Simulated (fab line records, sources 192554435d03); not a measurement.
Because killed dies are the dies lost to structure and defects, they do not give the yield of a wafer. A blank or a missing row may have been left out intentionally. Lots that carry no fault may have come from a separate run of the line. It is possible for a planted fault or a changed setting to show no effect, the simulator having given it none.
Matching of chambers ; flow n5-finfet ; N5_MOL_CONTACT_COAG_ETCH_15 on rie-diel-04 has 4 sister chambers
The step etches SiNx in CH3F/O2, stops on Si:P, target depth 7 nm. 4 wafers are shown with their chamber, then 8 later ones without.

== EACH WAFER AND ITS CHAMBER ==
wafer;chamber;drypump-motor-current-A (A)
L082.5;2;5.8
L089.2;3;5.8
L089.3;1;5.9
L090.3;0;4.8

== WAFERS WITH NO CHAMBER GIVEN ==
wafer;drypump-motor-current-A (A)
L090.4;5.8
L090.6;4.8
L091.2;5.8
L091.4;4.7
L091.6;5.7
L092.4;4.7
L092.5;5.7
L092.6;5.9

== WHICH CHAMBER EACH WENT THROUGH ==
wafer;from the rows above;in truth
L090.4;can't be placed: 2 or 3 or 1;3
L090.6;0;0
L091.2;can't be placed: 2 or 3 or 1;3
L091.4;0;0
L091.6;can't be placed: 2 or 3 or 1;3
L092.4;0;0
L092.5;can't be placed: 2 or 3 or 1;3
L092.6;can't be placed: 1 or 2 or 3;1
Placed correctly: 3 of 8. Not placeable from these rows: 5 (in 5, the candidates include the true chamber). Wrongly placed: 0.
How it was worked out, from the rows above alone: a wafer's distance from a chamber is the root of the sum, over the readings, of the square of ((its reading less the chamber's mean) divided by the reading's scatter). If the next closest chamber is less than 2 further off than the closest, the wafer can't be placed; otherwise it belongs to the closest. A chamber's mean is the mean of its shown wafers. The scatter (one wafer shown for each chamber): square how far every hidden wafer sits from the nearest shown wafer, average those squares and take the square root.
